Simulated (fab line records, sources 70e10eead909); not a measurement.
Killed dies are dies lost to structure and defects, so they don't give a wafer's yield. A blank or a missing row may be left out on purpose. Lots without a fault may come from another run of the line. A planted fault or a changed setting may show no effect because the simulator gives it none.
fab line records | flow nand_harc
record lots=13 wafers=37 last_day=33
route steps=1302 shown A_STAIRCASE@667
lots that met no fault: from a run of the same line without faults
start_h: hours from the record's first day to the start of the lot's first wafer shown | wait_h: hours since the lot's step before | " the same as in the row above | L1.1+2: a row that stands for several wafers | - no value, or no start given | * or withheld: withheld | < > ~ a bound
route shown NAME@n: a module of which the file shows steps, and the number in the route of the first | usual: mean/standard deviation of fault-free wafers | same: alike in all rows | chamber/n: place in a boat | sites: the reading at each site | _std_site: their standard deviation | _edge_site: outer sites' mean less inner sites' | radius_mm: how far each site lies from the wafer's centre | mask NAME#n: copy n | behind: the tool/chamber that last shaped the wafer | hold: why the lot was held/for how many hours/how that ended | device: the transistor (n, p or np) that didn't switch | end of line: the same wafers' tests at the end of the route | a step without rows: its recipe alone | killed: dies lost to structure and defects at the first sort, not the wafer's yield | map: a wafer's dies, x killed, . not, _ none there
set.NAME: the setting as run; set.NAME@STEP: as run at that earlier step | model.NAME: the simulator's own value behind a step, which no gauge read
steps of the route over a sample of lots; a table a step, a row a wafer
services: from which hour (start_h, from the record's first day; less than 0 if before it) a tool's chamber was out of use, for how many hours, and why
## steps
# step NHARC_A_STAIRCASE_DESCUM_11
# recipe time_s=3 o2_flow_sccm=200 ar_flow_sccm=0 bias_power_w=0 chemistry=O2
# usual drypump_motor_current_A=5.7/0.38 mfc_ar_sccm=0.016/0.015 oes_product_au=1.006/0.015 rf_vpp_V=57.8/0.92 showerhead_plenum_p_Torr=1.93/0.058 throttle_valve_pct=11.311/0.0087
# same bias_power_w=0
# columns lot.wafer tool chamber start_h wait_h drypump_motor_current_A mfc_ar_sccm oes_product_au rf_hours_counter_h rf_vpp_V showerhead_plenum_p_Torr throttle_valve_pct
L227.3 rie_diel-12 2 353.76 - 5.4 0 1.008 30 59.5 1.97 11.312
L227.2 " 0 " " 6.0 0 0.994 31 57.4 1.93 11.331
L227.5 " 2 " " 5.4 0 1.016 - 56.9 1.97 11.319
L230.4 rie_diel-06 1 374.02 - 5.8 0.024 1.007 14 58.9 1.88 11.298
L230.3 " 3 " " 5.2 0.045 1.010 17 58.1 1.90 11.308
L230.5 " 2 " " 5.3 0.012 0.996 - 58.1 1.96 11.328
L229.1 rie_diel-12 0 374.44 - 6.0 0 0.994 35 57.1 1.92 11.309
L229.4 " 1 " " 6.3 0 1.019 22 57.6 1.91 11.316
L229.2 " 2 " " 5.4 0 1.023 33 56.9 1.97 11.313
L228.4 rie_diel-06 3 377.95 - 5.2 0.045 1.002 19 59.7 1.90 11.300
L228.2 " 0 " " 6.1 0 1.011 18 58.4 1.93 11.306
L228.5 " 1 " " 5.9 0.024 1.002 - 57.0 1.88 11.308
L231.3 rie_diel-05 1 385.97 - 6.3 0.023 0.998 51 59.3 2.04 11.323
L231.1 " 2 " " 5.7 0.027 1.009 47 58.3 2.06 11.299
L231.5 " 0 " " 5.6 0.006 1.028 - 55.8 1.85 11.303
L232.4 rie_diel-06 2 396.25 - 5.3 0.012 0.987 24 57.6 1.95 11.319
L232.1 " 0 " " 6.1 0 1.017 24 59.3 1.93 11.315
L232.5 " 2 " " 5.2 0.012 0.980 - 58.6 1.95 11.307
L233.1 rie_diel-06 2 407.33 - 5.3 0.012 0.977 27 58.4 1.95 11.309
L233.2 " 0 " " 6.1 0 1.010 27 59.8 1.93 11.303
L233.6 " 2 " " 5.3 0.012 0.982 - 58.4 1.95 11.317
L236.3 rie_diel-06 3 447.13 - 5.2 0.045 1.004 37 58.5 1.90 11.298
L241.3 rie_diel-05 3 485.93 - 5.5 0.015 0.986 26 57.6 1.89 11.306
L241.1 " 0 " " 5.6 0.006 1.002 27 57.7 1.84 11.313
L241.5 " 2 " " 5.7 0.027 1.017 - 59.9 2.05 11.314
L243.1 rie_diel-05 1 510.29 - 6.3 0.023 0.999 32 59.8 2.02 11.320
L243.3 " 3 " " 5.5 0.015 0.994 33 57.2 1.88 11.295
L243.4 " 0 " " 5.6 0.006 1.004 - 57.6 1.84 11.303
L246.1 rie_diel-05 1 537.29 - 6.3 0.023 0.993 42 58.8 2.02 11.316
L246.2 " 2 " " 5.7 0.027 1.036 34 57.6 2.05 11.317
L246.6 " 2 " " 5.7 0.027 1.021 - 56.0 2.05 11.308
L248.3 rie_diel-05 3 558.50 - 5.5 0.015 1.006 51 58.2 1.88 11.313
L248.5 " 2 " " 5.7 0.027 1.026 - 57.2 2.04 11.302
L248.6 " 3 " " 5.5 0.015 1.009 - 56.7 1.88 11.309
L250.4 rie_diel-12 3 581.90 - 5.1 0 1.001 44 57.7 1.93 11.312
L250.3 " 1 " " 6.3 0 1.017 46 56.3 1.89 11.301
L250.6 " 0 " " 6.0 0 0.993 - 57.5 1.90 11.315
# step NHARC_A_STAIRCASE_ETCH_17
# recipe target_depth_a=1000 time_s=40.5 ion_energy_ev=400 c4f8_flow_sccm=20 o2_flow_sccm=10 ar_flow_sccm=withheld rf_w=600 bias_w=1000 chemistry=C4F8/O2
# usual oes_product_au=0.949/0.016 rf_vpp_V=897/3.6
# columns lot.wafer tool chamber start_h wait_h oes_product_au rf_hours_counter_h rf_vpp_V
L227.2 rie_diel-12 0 354.46 - 0.949 31 898
L227.3 " 1 " " 0.967 19 896
L227.5 " 3 " " 0.938 - 897
L230.4 rie_diel-06 1 374.73 - 0.950 14 894
L230.3 " 0 " " 0.955 16 897
L230.5 " 2 " " 0.936 - 898
L229.1 rie_diel-12 0 375.31 - 0.942 36 896
L229.4 " 1 " " 0.954 22 896
L229.2 " 3 " " 0.952 32 898
L228.2 rie_diel-06 0 378.64 - 0.981 18 897
L228.4 " 1 " " 0.964 16 894
L228.5 " 3 " " 0.959 - 897
L231.1 rie_diel-05 0 386.67 - 0.983 49 893
L231.3 " 1 " " 0.926 52 904
L231.5 " 3 " " 0.950 - 895
L232.4 rie_diel-06 2 397.02 - 0.927 24 897
L232.1 " 0 " " 0.967 25 897
L232.5 " 2 " " 0.921 - 898
L233.2 rie_diel-06 3 408.51 - 0.948 29 896
L233.1 " 1 " " 0.944 27 893
L233.6 " 3 " " 0.953 - 894
L236.3 rie_diel-06 2 447.82 - 0.795 36 898
L241.3 rie_diel-05 2 486.80 - 0.967 21 904
L241.1 " 0 " " 0.960 27 892
L241.5 " 1 " " 0.926 - 902
L243.3 rie_diel-05 1 515.33 - 0.925 36 902
L243.1 " 2 " " 0.958 28 905
L243.4 " 0 " " 0.939 38 891
L246.1 rie_diel-05 2 541.24 - 0.960 38 904
L246.2 " 1 " " 0.936 46 902
L246.6 " 2 " " 0.963 - 905
L248.3 rie_diel-05 2 559.20 - 0.978 43 902
L248.5 " 1 " " 0.937 - 902
L248.6 " 2 " " 0.979 - 904
L250.3 rie_diel-12 2 582.60 - 0.965 44 899
L250.4 " 1 " " 0.962 47 894
L250.6 " 3 " " 0.942 - 897
# step NHARC_A_STAIRCASE_TRIM_18
# recipe time_s=211.2 o2_flow_sccm=500 ar_flow_sccm=0 bias_w=0 chemistry=O2
# usual drypump_motor_current_A=5.7/0.38 mfc_ar_sccm=0.016/0.015 oes_product_au=1.008/0.015 rf_vpp_V=57.8/0.91 showerhead_plenum_p_Torr=3.55/0.099 throttle_valve_pct=17.038/0.0075
# columns lot.wafer tool chamber start_h wait_h drypump_motor_current_A mfc_ar_sccm oes_product_au rf_hours_counter_h rf_vpp_V showerhead_plenum_p_Torr throttle_valve_pct
L227.2 rie_diel-12 3 - - 5.1 0 0.997 28 57.4 3.59 17.026
L227.3 " 2 " " 5.3 0 1.015 30 56.5 3.63 17.040
L227.5 " 0 " " 6.0 0 0.992 - 57.8 3.55 17.041
L230.4 rie_diel-06 2 - - 5.3 0.012 0.991 15 59.2 3.60 17.034
L230.3 " 1 " " 5.9 0.024 1.000 14 57.7 3.47 17.033
L230.5 " 3 " " 5.2 0.045 1.008 - 57.7 3.51 17.038
L229.1 rie_diel-12 2 - - 5.4 0 1.015 34 59.0 3.63 17.045
L229.2 " 3 " " 5.1 0 0.994 32 58.0 3.59 17.034
L229.4 " 0 " " 6.0 0 0.989 36 57.9 3.55 17.043
L228.2 rie_diel-06 1 - - 5.8 0.024 1.011 16 58.3 3.47 17.024
L228.4 " 2 " " 5.3 0.012 0.990 17 56.0 3.60 17.030
L228.5 " 2 " " 5.3 0.012 0.999 - 58.3 3.60 17.048
L231.3 rie_diel-05 2 - - 5.7 0.027 1.011 48 58.0 3.78 17.048
L231.1 " 3 " " 5.5 0.015 0.996 47 57.5 3.50 17.030
L231.5 " 3 " " 5.5 0.015 0.987 - 57.6 3.50 17.033
L232.1 rie_diel-06 3 - - 5.2 0.045 1.026 25 57.4 3.50 17.040
L232.4 " 1 " " 5.9 0.024 1.020 24 57.4 3.47 17.037
L232.5 " 0 " " 6.1 0 1.022 - 58.8 3.56 17.047
L233.1 rie_diel-06 1 - - 5.9 0.024 1.002 27 58.5 3.46 17.047
L233.2 " 3 " " 5.2 0.045 1.007 29 57.2 3.50 17.035
L233.6 " 0 " " 6.1 0 1.012 - 57.5 3.56 17.034
L236.3 rie_diel-06 1 - - 5.8 0.024 1.027 37 57.5 3.46 17.039
L241.1 rie_diel-05 1 - - 6.3 0.023 0.987 24 57.9 3.72 17.026
L241.3 " 2 " " 5.7 0.027 1.022 21 59.8 3.76 17.043
L241.5 " 2 " " 5.7 0.027 1.021 - 58.9 3.76 17.035
L243.1 rie_diel-05 2 - - 5.7 0.027 1.024 28 57.5 3.76 17.043
L243.3 " 0 " " 5.7 0.006 1.004 38 57.7 3.40 17.047
L243.4 " 1 " " 6.3 0.023 0.995 36 57.6 3.72 17.045
L246.2 rie_diel-05 1 - - 6.3 0.023 0.990 46 58.4 3.71 17.030
L246.1 " 3 " " 5.5 0.015 0.998 46 57.4 3.47 17.032
L246.6 " 1 " " 6.3 0.023 0.993 - 58.8 3.71 17.033
L248.3 rie_diel-05 2 - - 5.7 0.027 1.046 43 56.8 3.75 17.035
L248.5 " 2 " " 5.7 0.027 1.050 - 57.6 3.75 17.031
L248.6 " 3 " " 5.5 0.015 1.014 - 58.9 3.47 17.036
L250.4 rie_diel-12 3 - - 5.1 0 1.005 45 57.2 3.55 17.043
L250.3 " 0 " " 6.0 0 1.007 47 57.7 3.51 17.051
L250.6 " 2 " " 5.4 0 1.026 - 59.0 3.59 17.037
# step NHARC_A_STAIRCASE_STRIP_175
# recipe power_w=1500 temp_c=250 chemistry=O2
# usual drypump_motor_current_A=5.7/0.43 heater_power_w=314/15 rf_refl_power_W=17.2/3
# columns lot.wafer tool chamber start_h wait_h drypump_motor_current_A heater_power_w rf_hours_counter_h rf_refl_power_W
L227.2 plasma_asher-01 1 355.96 0.1 5.5 330 1 -
L227.3 " 0 " " 5.9 306 - -
L227.5 " 1 " " 5.5 329 - -
L230.3 plasma_asher-01 0 376.30 0.2 5.9 297 - 17.7
L230.4 " 1 " " 5.5 326 - 19.0
L230.5 " 1 " " 5.5 325 - 19.4
L229.2 plasma_asher-01 0 377.22 0.1 5.9 311 5 -
L229.1 " 1 " " 5.5 338 5 -
L229.4 " 0 " " 5.9 310 - -
L228.2 plasma_asher-01 0 380.16 0.1 5.9 309 6 17.9
L228.4 " 0 " " 5.9 310 - 17.1
L228.5 " 0 " " 5.9 296 - 17.2
L231.1 plasma_asher-01 1 388.18 0.1 5.5 324 8 -
L231.3 " 1 " " 5.5 335 - -
L231.5 " 0 " " 5.9 299 - -
L232.1 plasma_asher-01 1 398.48 0.1 5.5 332 9 19.8
L232.4 " 0 " " 5.9 299 - 17.0
L232.5 " 0 " " 6.0 298 - 16.7
L233.1 plasma_asher-01 0 412.87 0.1 6.0 301 13 16.9
L233.2 " 1 " " 5.5 335 13 19.7
L233.6 " 0 " " 5.9 303 - 17.7
L236.3 plasma_asher-01 0 449.45 0.2 6.0 302 - 17.3
L241.1 plasma_asher-01 1 488.68 0.1 5.5 329 30 19.4
L241.3 " 0 " " 5.9 307 - 17.0
L241.5 " 0 " " 5.9 306 - 17.0
L243.1 plasma_asher-01 1 516.83 0.1 5.5 325 36 -
L243.4 " 1 " " 5.5 327 - -
L243.3 " 0 " " 5.9 306 - -
L246.2 plasma_asher-01 0 542.71 0.1 5.9 304 3 16.9
L246.1 " 1 " " 5.5 330 3 19.2
L246.6 " 1 " " 5.5 335 - 19.9
L248.3 plasma_asher-02 1 560.89 0.2 6.5 318 - -
L248.6 " 1 " " 6.5 312 - -
L248.5 " 0 " " 5.0 292 - -
L250.3 plasma_asher-02 0 584.36 0.2 5.0 285 - 15.5
L250.4 " 1 " " 6.5 305 - 9.3
L250.6 " 0 " " 5.0 299 - 16.3
## services
# columns tool chamber start_h hours kind
rie_diel-05 0 338.64 - clean
rie_diel-05 1 338.64 - clean
rie_diel-05 2 338.64 - clean
rie_diel-05 3 338.64 - clean
plasma_asher-01 - 342.00 9.0 pm
rie_diel-05 0 363.51 - clean
rie_diel-05 1 363.51 - clean
rie_diel-05 2 363.51 - clean
rie_diel-05 3 363.51 - clean
rie_diel-05 0 388.01 - clean
rie_diel-05 1 388.01 - clean
rie_diel-05 2 388.01 - clean
rie_diel-05 3 388.01 - clean
rie_diel-05 - 406.64 9.0 pm
plasma_asher-02 - 426.21 9.0 pm
rie_diel-12 - 446.24 9.0 pm
rie_diel-05 - 449.79 0.6 repair
rie_diel-05 0 470.51 4.5 repair
rie_diel-06 - 485.02 9.0 pm
rie_diel-05 2 504.00 8.9 repair
plasma_asher-01 - 519.00 9.0 pm
rie_diel-05 0 561.94 66.9 repair
rie_diel-06 3 579.46 15.5 repair
rie_diel-05 - 583.72 9.0 pm
## key
first_sign step=NHARC_A_STAIRCASE_ETCH_17 reading=oes_product_au direction=down sigmas=9.9 usual=0.949 struck=0.795
effect none on later readings
met_at NHARC_A_STAIRCASE_ETCH_17
struck_lots L236
struck_wafers L236.3
sort_left_out L236.3
tester_left_out L236
not_acting_at NHARC_A_STAIRCASE_DESCUM_11,NHARC_A_STAIRCASE_TRIM_18,NHARC_A_STAIRCASE_STRIP_175
onset_between 397.02 447.82
fault kind=process_parameter_drift tool=rie_diel-06 chamber=2 onset_h=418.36 steps=NHARC_A_STAIRCASE_ETCH_17 channel=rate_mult offset=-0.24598 shape=step
# tester_left_out: of these lots the tester's yield and bins aren't shown, on N5 and GAA mostly nor the transistor test; their killed dies are dies lost to structure and defects alone, not to doping, threshold or leakage, so they don't give the yield
# sort_left_out: the simulated sort isn't trusted on such a fault, so these wafers' sort isn't shown, and their yield isn't known
